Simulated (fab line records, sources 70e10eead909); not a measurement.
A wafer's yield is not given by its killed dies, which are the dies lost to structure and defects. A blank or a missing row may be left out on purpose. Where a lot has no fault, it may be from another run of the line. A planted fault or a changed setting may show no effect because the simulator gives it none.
The tool behind it: which one? ; flow nandHarc ; 33 wafers from 11 lots sampled at 6 of the route's 1302 steps

## WHAT EACH GAUGE READ, for each wafer
NHARC_P_GATE_CD_MEAS_91 targets a cd of 2000 nm.
lot;measured;on;cdNm (nm)
L865;day 7 01:53;cdSem-02;1999.0 1999.9 2000.3
L867;day 7 20:50;cdSem-03;1999.8 2000.7 1999.0
L869;day 8 21:17;cdSem-01;2000.6 1999.3 1999.1
L872;day 9 17:06;cdSem-01;- - -
L874;day 10 20:30;cdSem-03;1997.3 1997.8 1999.8
L879;day 12 21:14;cdSem-02;2002.3 2002.3 2000.0
L881;day 13 18:44;cdSem-02;1999.5 2000.2 1999.8
L882;day 13 23:26;cdSem-03;2001.5 1999.2 1999.1
L883;day 14 07:38;cdSem-02;2000.6 2001.2 2003.0
L884;day 15 03:27;cdSem-01;2000.1 2001.2 1999.6
L885;day 15 02:44;cdSem-01;1998.5 1998.7 1998.8

NHARC_END_SORT_01.
lot;measured;on;killedAtArray;killedAtOther;killedAtPeriphery;killedDies;killedOpen;killedShort
L865;day 25 14:38;prober-01;79 81 78;1 0 0;4 5 5;84 86 83;1 4 3;2 3 4
L872;day 29 05:02;prober-02;47 56 74;1 1 2;629 620 601;677 677 677;2 3 1;3 4 3
L874;day 29 20:18;prober-02;56 65 51;0 0 2;9 5 5;65 70 58;1 1 4;2 4 0
L881;day 33 15:43;prober-02;42 44 42;0 2 4;1 1 3;43 47 49;3 6 3;0 2 3
L883;day 33 23:29;prober-01;11 23 13;3 2 0;3 6 2;17 31 15;3 3 5;2 1 3

## EACH LOT AND THE TOOL THAT RAN IT (in order: tool; ch and the chambers of the sampled wafers; start)
lot;NHARC_P_STI_DESCUM_14;NHARC_P_STI_ETCH_15;NHARC_P_GATE_EXPOSE_88;NHARC_P_CONTACT_PVD_32
L865;rieDiel-05 ch 1,3, day 4 01:55;rieSi-03 ch 1,2,3, day 4 02:11;krfScanner-03 ch 0, day 7 01:44;pvdSputter-03, day 25 14:38 or earlier
L867;rieDiel-08 ch 0,2, day 4 21:47;rieSi-04 ch 0,1, day 4 22:04;krfScanner-03 ch 0, day 7 20:41;pvdSputter-02, no start
L869;rieDiel-08 ch 1,2,3, day 5 17:25;rieSi-04 ch 1,2,3, day 5 17:41;krfScanner-04 ch 0, day 8 21:08;pvdSputter-02, no start
L872;rieDiel-08 ch 2,3, day 6 23:11;rieSi-03 ch 0,1,2, day 6 23:28;krfScanner-03 ch 0, day 9 16:56;-
L874;rieDiel-08 ch 1,2, day 7 23:55;rieSi-03 ch 0,3, day 8 00:11;krfScanner-04 ch 0, day 10 20:21;pvdSputter-03, day 29 20:18 or earlier
L879;rieDiel-05 ch 0,1,2, day 9 21:20;rieSi-02 ch 0,3, day 9 21:39;krfScanner-03 ch 0, day 12 21:05;pvdSputter-03, no start
L881;rieDiel-08 ch 0,1,3, day 10 18:43;rieSi-02 ch 0,1, day 10 18:59;krfScanner-03 ch 0, day 13 18:35;pvdSputter-02, day 33 15:43 or earlier
L882;rieDiel-13 ch 0,2,3, day 11 04:45;rieSi-02 ch 1,2,3, day 11 05:02;krfScanner-02 ch 0, day 13 23:17;pvdSputter-03, no start
L883;rieDiel-05 ch 0,2,3, day 11 14:40;rieSi-04 ch 1,2, day 11 14:56;krfScanner-03 ch 0, day 14 07:28;pvdSputter-01, day 33 23:29 or earlier
L884;rieDiel-05 ch 0,3, day 12 01:26;rieSi-04 ch 0,2,3, day 12 01:44;krfScanner-03 ch 0, day 15 03:18;pvdSputter-02, no start
L885;rieDiel-08 ch 1,3, day 12 10:39;rieSi-02 ch 1,2,3, day 12 10:59;krfScanner-03 ch 0, day 15 02:35;pvdSputter-03, no start
- NHARC_P_STI_DESCUM_14: chemistry O2, time 3 s.
- NHARC_P_STI_ETCH_15: etches the open film in HBr/Cl2, target depth 300 nm, time 100.1 s.
- NHARC_P_GATE_EXPOSE_88: exposes mask P HVN, target cd 2000 nm.
- NHARC_P_CONTACT_PVD_32: deposits Ti, target thk 5 nm, time 17.7 s.

## AS READ BY THE TOOLS THEMSELVES (means over the sampled wafers that have a number; for cases with no such wafer, the mark the record gives instead)
NHARC_P_STI_DESCUM_14.
lot;tool;drypumpMotorCurrentA (A);oesProductAu (a.u.);rfVppV (V);showerheadPlenumPTorr (Torr);throttleValvePct (%)
L865;rieDiel-05;5.8;1.006;59.3;1.99;11.309
L867;rieDiel-08;6.2;0.999;57.6;1.97;11.318
L869;rieDiel-08;5.9;1.001;58.2;1.92;11.317
L872;rieDiel-08;5.7;1.000;57.7;1.94;11.317
L874;rieDiel-08;6.1;1.004;57.7;1.91;11.313
L879;rieDiel-05;5.9;1.004;56.9;1.80;11.322
L881;rieDiel-08;6.1;0.999;57.3;1.94;11.313
L882;rieDiel-13;5.8;0.992;58.9;1.88;11.315
L883;rieDiel-05;5.8;1.000;57.0;1.89;11.300
L884;rieDiel-05;5.8;1.004;57.6;1.88;11.319
L885;rieDiel-08;5.8;0.998;57.9;1.92;11.308

NHARC_P_STI_ETCH_15.
lot;tool;drypumpMotorCurrentA (A);mfcCl2Sccm (sccm);oesProductAu (a.u.);rfFwdPowerW (W);throttleValvePct (%)
L865;rieSi-03;5.4;50.08;1.008;396.7;26.399
L867;rieSi-04;5.7;49.94;0.992;396.0;26.407
L869;rieSi-04;5.4;50.02;1.003;398.3;26.401
L872;rieSi-03;5.2;49.87;1.001;397.5;26.404
L874;rieSi-03;5.2;50.11;0.996;397.6;26.412
L879;rieSi-02;5.8;49.93;1.004;397.1;26.413
L881;rieSi-02;6.1;49.95;0.988;398.3;26.401
L882;rieSi-02;5.9;49.97;1.002;399.4;26.418
L883;rieSi-04;5.2;50.01;1.004;397.3;26.400
L884;rieSi-04;5.7;50.15;1.003;397.3;26.414
L885;rieSi-02;5.9;49.99;0.995;397.7;26.405

NHARC_P_GATE_EXPOSE_88.
lot;tool;reticleTempC (C);stageVelMmS (mm/s)
L865;krfScanner-03;22.96;499.88
L867;krfScanner-03;23.06;499.57
L869;krfScanner-04;22.94;500.39
L872;krfScanner-03;22.89;500.03
L874;krfScanner-04;22.87;499.87
L879;krfScanner-03;23.07;499.98
L881;krfScanner-03;23.00;500.23
L882;krfScanner-02;23.12;500.15
L883;krfScanner-03;23.02;500.10
L884;krfScanner-03;23.11;500.02
L885;krfScanner-03;23.07;499.89

NHARC_P_CONTACT_PVD_32.
lot;tool;cathodeDcPowerW (W);chamberPressurePa (Pa);throttleValvePct (%)
L865;pvdSputter-03;4999.3;4.997;30.3
L867;pvdSputter-02;4999.2;4.997;30.1
L869;pvdSputter-02;5000.0;5.020;30.1
L874;pvdSputter-03;5000.1;5.010;29.9
L879;pvdSputter-03;5000.0;4.999;30.0
L881;pvdSputter-02;5000.2;5.000;30.4
L882;pvdSputter-03;5000.6;5.011;30.0
L883;pvdSputter-01;5000.1;5.000;31.6
L884;pvdSputter-02;5000.0;5.009;31.0
L885;pvdSputter-03;4999.7;4.999;30.5

## THE ANSWER, worked out from the rows above alone
Rule: the lots themselves supply what counts as usual. The widest of any qualifying gaps counts: lots, ordered by their means at a reading, are off when they make up no more than a third of the lots, leave a main group of 4 or more, and stand apart from it by 3 or more times the standard deviation of that group's means. A main group whose means are all the same, to the digits that the tables above print for the reading, isn't used. A lot without any number at a reading at which 4 lots or more have one is off too. All remaining lots with rows at the step are treated as sound. After the gauges, taken in route order, come the tools' own readings; for these a lot's mean is taken, as printed above. At the first step where some lot is off, the reading lying furthest off is the one used; lots without a number count as furthest.
Off at NHARC_P_GATE_CD_MEAS_91 (cdNm): L872. Without a number there: L872. The main group has a mean of 1999.9 nm with a standard deviation of 0.99.
If a tool, at a process step before that reading, ran all the lots that are off and no sound lot after the first of them, it fits. Not tried: the gauges at NHARC_P_GATE_CD_MEAS_91; whatever is off there is also off at NHARC_END_SORT_01, on other tools, and gauge error can't account for it. No candidate that was tried fits.

## WHAT THE SIMULATOR PUT IN
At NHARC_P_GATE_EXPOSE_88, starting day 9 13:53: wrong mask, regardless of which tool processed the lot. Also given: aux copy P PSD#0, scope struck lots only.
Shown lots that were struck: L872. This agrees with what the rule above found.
